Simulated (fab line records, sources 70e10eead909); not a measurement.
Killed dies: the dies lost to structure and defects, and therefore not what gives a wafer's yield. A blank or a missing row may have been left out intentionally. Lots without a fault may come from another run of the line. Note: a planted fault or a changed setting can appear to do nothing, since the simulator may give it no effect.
Which tool was responsible? / flow nand harc / 13 lots with 39 wafers sampled at 5 steps, on a route of 1302 steps

## WHAT THE GAUGES SHOWED, per wafer
NHARC_END_SORT_01. Usual: killed at array 55, standard deviation 19; killed at other 0.8, standard deviation 1.1; killed at periphery 4.0, standard deviation 2.6; killed dies 60, standard deviation 20; killed open 3.4, standard deviation 1.7; killed short 2.6, standard deviation 1.5.
lot=L662; measured=day 29 05:47; on=prober-01; killed at array=44; killed at other=2; killed at periphery=3; killed dies=49; killed open=2; killed short=3; flag=
lot=L661; measured=day 29 12:04; on=prober-02; killed at array=45 46 37; killed at other=4 5 3; killed at periphery=5 2 2; killed dies=54 53 42; killed open=3 2 0; killed short=4 4 1; flag=
lot=L666; measured=day 30 19:56; on=prober-02; killed at array=58 62 53; killed at other=5 3 2; killed at periphery=5 12 7; killed dies=68 77 62; killed open=4 4 5; killed short=1 1 1; flag=
lot=L667; measured=day 31 21:11; on=prober-02; killed at array=77 103 96; killed at other=0 1 0; killed at periphery=11 9 7; killed dies=88 113 103; killed open=2 2 2; killed short=3 4 3; flag=

## TOOL THAT RAN EACH LOT (tool first, then ch and the chambers of the sampled wafers, then the start)
lot=L650; NHARC_A_STAIRCASE_STRIP_295=rie diel-01 ch 0,2,3, day 17 13:51 or earlier; NHARC_A_STAIRCASE_ALD_420=ald hk-01 ch 0,3, day 17 13:51; NHARC_A_STAIRCASE_DEP_151=pecvd-02 ch 1,2, day 18 00:41; NHARC_A_STAIRCASE_DEP_325=pecvd-01 ch 0,1,2, day 18 23:14
lot=L651; NHARC_A_STAIRCASE_STRIP_295=rie diel-13 ch 0,1,2, day 17 22:52 or earlier; NHARC_A_STAIRCASE_ALD_420=ald hk-02 ch 0,2,3, day 17 22:52; NHARC_A_STAIRCASE_DEP_151=pecvd-04 ch 0,1, day 18 08:55; NHARC_A_STAIRCASE_DEP_325=pecvd-02 ch 1,2, day 18 23:20
lot=L652; NHARC_A_STAIRCASE_STRIP_295=rie diel-06 ch 0,1,2, day 17 22:50 or earlier; NHARC_A_STAIRCASE_ALD_420=ald hk-01 ch 0,2,3, day 17 22:50; NHARC_A_STAIRCASE_DEP_151=pecvd-01 ch 1,2, day 18 08:49; NHARC_A_STAIRCASE_DEP_325=pecvd-04 ch 1,2, day 18 23:14
lot=L660; NHARC_A_STAIRCASE_STRIP_295=rie diel-13 ch 2,3, day 21 21:10 or earlier; NHARC_A_STAIRCASE_ALD_420=ald hk-01 ch 1,2,3, day 21 21:10; NHARC_A_STAIRCASE_DEP_151=pecvd-01 ch 1,2, day 22 05:12; NHARC_A_STAIRCASE_DEP_325=pecvd-02 ch 0,1,2, day 23 01:22
lot=L662; NHARC_A_STAIRCASE_STRIP_295=rie diel-01 ch 0,2, day 22 00:57 or earlier; NHARC_A_STAIRCASE_ALD_420=ald hk-04 ch 1,2, day 22 00:57; NHARC_A_STAIRCASE_DEP_151=pecvd-04 ch 0,1,2, day 22 09:07; NHARC_A_STAIRCASE_DEP_325=pecvd-01 ch 0,1,2, day 23 01:22
lot=L661; NHARC_A_STAIRCASE_STRIP_295=rie diel-06 ch 2,3, day 22 07:21 or earlier; NHARC_A_STAIRCASE_ALD_420=ald hk-02 ch 0,1, day 22 07:21; NHARC_A_STAIRCASE_DEP_151=pecvd-04 ch 0,2, day 22 15:30; NHARC_A_STAIRCASE_DEP_325=pecvd-02 ch 0,2, day 23 07:39
lot=L665; NHARC_A_STAIRCASE_STRIP_295=rie diel-01 ch 1,2,3, day 23 12:25 or earlier; NHARC_A_STAIRCASE_ALD_420=ald hk-02 ch 0,1,2, day 23 12:25; NHARC_A_STAIRCASE_DEP_151=pecvd-02 ch 1,2, day 23 20:23; NHARC_A_STAIRCASE_DEP_325=pecvd-04 ch 0,1,2, day 24 11:26
lot=L666; NHARC_A_STAIRCASE_STRIP_295=rie diel-06 ch 0,1, day 23 22:02 or earlier; NHARC_A_STAIRCASE_ALD_420=ald hk-02 ch 0,2,3, day 23 22:02; NHARC_A_STAIRCASE_DEP_151=pecvd-04 ch 0,1,2, day 24 06:01; NHARC_A_STAIRCASE_DEP_325=pecvd-04 ch 0,1, day 24 22:31
lot=L667; NHARC_A_STAIRCASE_STRIP_295=rie diel-06 ch 1,2,3, day 24 18:52 or earlier; NHARC_A_STAIRCASE_ALD_420=ald hk-01 ch 0,2, day 24 18:52; NHARC_A_STAIRCASE_DEP_151=pecvd-02 ch 1,2, day 25 03:06; NHARC_A_STAIRCASE_DEP_325=pecvd-01 ch 0,1, day 25 22:10
lot=L668; NHARC_A_STAIRCASE_STRIP_295=rie diel-13 ch 0,1,3, day 24 23:11 or earlier; NHARC_A_STAIRCASE_ALD_420=ald hk-02 ch 1,3, day 24 23:11; NHARC_A_STAIRCASE_DEP_151=pecvd-01 ch 0,1,2, day 25 07:25; NHARC_A_STAIRCASE_DEP_325=pecvd-04 ch 0,1, day 25 21:35
lot=L670; NHARC_A_STAIRCASE_STRIP_295=rie diel-06 ch 0,1,3, day 25 11:04 or earlier; NHARC_A_STAIRCASE_ALD_420=ald hk-02 ch 0,1,3, day 25 11:04; NHARC_A_STAIRCASE_DEP_151=pecvd-04 ch 1,2, day 25 19:19; NHARC_A_STAIRCASE_DEP_325=pecvd-02 ch 0,2, day 26 11:43
lot=L671; NHARC_A_STAIRCASE_STRIP_295=rie diel-13 ch 1,3, day 26 08:08 or earlier; NHARC_A_STAIRCASE_ALD_420=ald hk-01 ch 0,3, day 26 08:08; NHARC_A_STAIRCASE_DEP_151=pecvd-02 ch 1,2, day 26 13:16; NHARC_A_STAIRCASE_DEP_325=pecvd-02 ch 0,1, day 27 04:22
lot=L673; NHARC_A_STAIRCASE_STRIP_295=rie diel-13 ch 1,2,3, day 26 19:26 or earlier; NHARC_A_STAIRCASE_ALD_420=ald hk-01 ch 0,1,2, day 26 19:26; NHARC_A_STAIRCASE_DEP_151=pecvd-02 ch 0,1,2, day 27 03:33; NHARC_A_STAIRCASE_DEP_325=pecvd-02 ch 0,2, day 27 21:19
- NHARC_A_STAIRCASE_STRIP_295: strips in O2.
- NHARC_A_STAIRCASE_ALD_420: deposits SiO2, target thk 20 nm, pulse time 6 s, ald cycles 200.
- NHARC_A_STAIRCASE_DEP_151: deposits SiO2, target thk 7200 nm.
- NHARC_A_STAIRCASE_DEP_325: deposits SiO2, target thk 7200 nm.

## WHAT THE TOOLS THEMSELVES READ (means of the sampled wafers that have a number; where no wafer has one, the mark that the record gives instead)
NHARC_A_STAIRCASE_STRIP_295. Usual: drypump motor current A 5.6 A, standard deviation 0.33; oes product au 1.000 a.u., standard deviation 0.011; rf vpp V 57.8 V, standard deviation 0.8; showerhead plenum p Torr 3.57 Torr, standard deviation 0.12; throttle valve pct 17.036 %, standard deviation 0.0096.
lot=L650; tool=rie diel-01; drypump motor current A (A)=5.7; oes product au (a.u.)=0.999; rf vpp V (V)=57.8; showerhead plenum p Torr (Torr)=3.67; throttle valve pct (%)=17.048; flag=
lot=L651; tool=rie diel-13; drypump motor current A (A)=5.6; oes product au (a.u.)=1.000; rf vpp V (V)=58.1; showerhead plenum p Torr (Torr)=3.63; throttle valve pct (%)=17.034; flag=
lot=L652; tool=rie diel-06; drypump motor current A (A)=5.7; oes product au (a.u.)=0.994; rf vpp V (V)=57.3; showerhead plenum p Torr (Torr)=3.41; throttle valve pct (%)=17.031; flag=
lot=L660; tool=rie diel-13; drypump motor current A (A)=5.6; oes product au (a.u.)=1.004; rf vpp V (V)=57.2; showerhead plenum p Torr (Torr)=3.54; throttle valve pct (%)=17.035; flag=
lot=L662; tool=rie diel-01; drypump motor current A (A)=5.5; oes product au (a.u.)=0.993; rf vpp V (V)=57.3; showerhead plenum p Torr (Torr)=3.57; throttle valve pct (%)=17.041; flag=
lot=L661; tool=rie diel-06; drypump motor current A (A)=5.6; oes product au (a.u.)=0.990; rf vpp V (V)=57.4; showerhead plenum p Torr (Torr)=3.51; throttle valve pct (%)=17.037; flag=
lot=L665; tool=rie diel-01; drypump motor current A (A)=5.9; oes product au (a.u.)=0.995; rf vpp V (V)=58.4; showerhead plenum p Torr (Torr)=3.58; throttle valve pct (%)=17.038; flag=
lot=L666; tool=rie diel-06; drypump motor current A (A)=5.4; oes product au (a.u.)=1.000; rf vpp V (V)=57.6; showerhead plenum p Torr (Torr)=3.52; throttle valve pct (%)=17.032; flag=
lot=L667; tool=rie diel-06; drypump motor current A (A)=5.7; oes product au (a.u.)=0.992; rf vpp V (V)=57.4; showerhead plenum p Torr (Torr)=3.60; throttle valve pct (%)=17.029; flag=
lot=L668; tool=rie diel-13; drypump motor current A (A)=5.7; oes product au (a.u.)=0.995; rf vpp V (V)=57.1; showerhead plenum p Torr (Torr)=3.61; throttle valve pct (%)=17.035; flag=
lot=L670; tool=rie diel-06; drypump motor current A (A)=5.4; oes product au (a.u.)=0.994; rf vpp V (V)=57.6; showerhead plenum p Torr (Torr)=3.55; throttle valve pct (%)=17.038; flag=
lot=L671; tool=rie diel-13; drypump motor current A (A)=5.9; oes product au (a.u.)=1.006; rf vpp V (V)=57.6; showerhead plenum p Torr (Torr)=3.59; throttle valve pct (%)=17.040; flag=
lot=L673; tool=rie diel-13; drypump motor current A (A)=5.8; oes product au (a.u.)=1.007; rf vpp V (V)=58.7; showerhead plenum p Torr (Torr)=3.58; throttle valve pct (%)=17.037; flag=

NHARC_A_STAIRCASE_ALD_420. Usual: heater power w 486 W, standard deviation 35; precursor pulse height rel 0.998, standard deviation 0.02.
lot=L650; tool=ald hk-01; heater power w (W)=483; precursor pulse height rel=0.995; flag=
lot=L651; tool=ald hk-02; heater power w (W)=464; precursor pulse height rel=1.001; flag=
lot=L652; tool=ald hk-01; heater power w (W)=506; precursor pulse height rel=0.985; flag=
lot=L660; tool=ald hk-01; heater power w (W)=502; precursor pulse height rel=0.996; flag=
lot=L662; tool=ald hk-04; heater power w (W)=497; precursor pulse height rel=1.002; flag=
lot=L661; tool=ald hk-02; heater power w (W)=509; precursor pulse height rel=1.007; flag=
lot=L665; tool=ald hk-02; heater power w (W)=499; precursor pulse height rel=0.995; flag=
lot=L666; tool=ald hk-02; heater power w (W)=469; precursor pulse height rel=1.010; flag=
lot=L667; tool=ald hk-01; heater power w (W)=483; precursor pulse height rel=1.007; flag=
lot=L668; tool=ald hk-02; heater power w (W)=465; precursor pulse height rel=1.002; flag=
lot=L670; tool=ald hk-02; heater power w (W)=476; precursor pulse height rel=1.010; flag=
lot=L671; tool=ald hk-01; heater power w (W)=505; precursor pulse height rel=1.002; flag=
lot=L673; tool=ald hk-01; heater power w (W)=477; precursor pulse height rel=0.987; flag=

NHARC_A_STAIRCASE_DEP_151. Usual: heater power w 643 W, standard deviation 93; mfc precursor sccm 200.0 sccm, standard deviation 0.6.
lot=L650; tool=pecvd-02; heater power w (W)=675; mfc precursor sccm (sccm)=200.7; flag=
lot=L651; tool=pecvd-04; heater power w (W)=581; mfc precursor sccm (sccm)=200.9; flag=
lot=L652; tool=pecvd-01; heater power w (W)=552; mfc precursor sccm (sccm)=199.5; flag=
lot=L660; tool=pecvd-01; heater power w (W)=509; mfc precursor sccm (sccm)=199.9; flag=
lot=L662; tool=pecvd-04; heater power w (W)=627; mfc precursor sccm (sccm)=200.1; flag=
lot=L661; tool=pecvd-04; heater power w (W)=583; mfc precursor sccm (sccm)=199.9; flag=
lot=L665; tool=pecvd-02; heater power w (W)=725; mfc precursor sccm (sccm)=200.1; flag=
lot=L666; tool=pecvd-04; heater power w (W)=638; mfc precursor sccm (sccm)=200.4; flag=
lot=L667; tool=pecvd-02; heater power w (W)=668; mfc precursor sccm (sccm)=200.3; flag=
lot=L668; tool=pecvd-01; heater power w (W)=598; mfc precursor sccm (sccm)=199.6; flag=
lot=L670; tool=pecvd-04; heater power w (W)=638; mfc precursor sccm (sccm)=199.9; flag=
lot=L671; tool=pecvd-02; heater power w (W)=699; mfc precursor sccm (sccm)=200.0; flag=
lot=L673; tool=pecvd-02; heater power w (W)=754; mfc precursor sccm (sccm)=200.2; flag=

NHARC_A_STAIRCASE_DEP_325. Usual: heater power w 649 W, standard deviation 100; mfc precursor sccm 200.0 sccm, standard deviation 0.63.
lot=L650; tool=pecvd-01; heater power w (W)=572; mfc precursor sccm (sccm)=199.7; flag=
lot=L651; tool=pecvd-02; heater power w (W)=743; mfc precursor sccm (sccm)=199.6; flag=
lot=L652; tool=pecvd-04; heater power w (W)=679; mfc precursor sccm (sccm)=199.9; flag=
lot=L660; tool=pecvd-02; heater power w (W)=710; mfc precursor sccm (sccm)=221.6; flag=OFF
lot=L662; tool=pecvd-01; heater power w (W)=603; mfc precursor sccm (sccm)=199.8; flag=
lot=L661; tool=pecvd-02; heater power w (W)=745; mfc precursor sccm (sccm)=221.3; flag=OFF
lot=L665; tool=pecvd-04; heater power w (W)=613; mfc precursor sccm (sccm)=200.2; flag=
lot=L666; tool=pecvd-04; heater power w (W)=647; mfc precursor sccm (sccm)=199.2; flag=
lot=L667; tool=pecvd-01; heater power w (W)=679; mfc precursor sccm (sccm)=199.8; flag=
lot=L668; tool=pecvd-04; heater power w (W)=613; mfc precursor sccm (sccm)=200.1; flag=
lot=L670; tool=pecvd-02; heater power w (W)=724; mfc precursor sccm (sccm)=199.9; flag=
lot=L671; tool=pecvd-02; heater power w (W)=691; mfc precursor sccm (sccm)=199.6; flag=
lot=L673; tool=pecvd-02; heater power w (W)=765; mfc precursor sccm (sccm)=199.7; flag=

## THE ANSWER, worked out from the rows above alone
Rule: a lot is off if the mean of its wafers that have a number lies more than 3 standard deviations from the usual mean. A lot without any number at a reading at which 4 lots or more have one is off too. Where the step has rows for the other lots, those lots are counted as sound. Order of review: gauges by route order, followed by the tools' own readings, for which a lot's mean as printed above is used. The first step at which some lot is off is used, and at that step the reading that is off furthest; a lot without a number counts as furthest.
Off: L660, L661, at NHARC_A_STAIRCASE_DEP_325 (mfc precursor sccm).
If a tool, at that step or one of the process steps before it, ran each lot that is off and ran no sound lot following the first of them, it fits. NHARC_A_STAIRCASE_STRIP_295: start missing for some lots; hours and lot order therefore follow NHARC_A_STAIRCASE_ALD_420. No candidate that was tried fits.

## WHAT THE SIMULATOR PUT IN
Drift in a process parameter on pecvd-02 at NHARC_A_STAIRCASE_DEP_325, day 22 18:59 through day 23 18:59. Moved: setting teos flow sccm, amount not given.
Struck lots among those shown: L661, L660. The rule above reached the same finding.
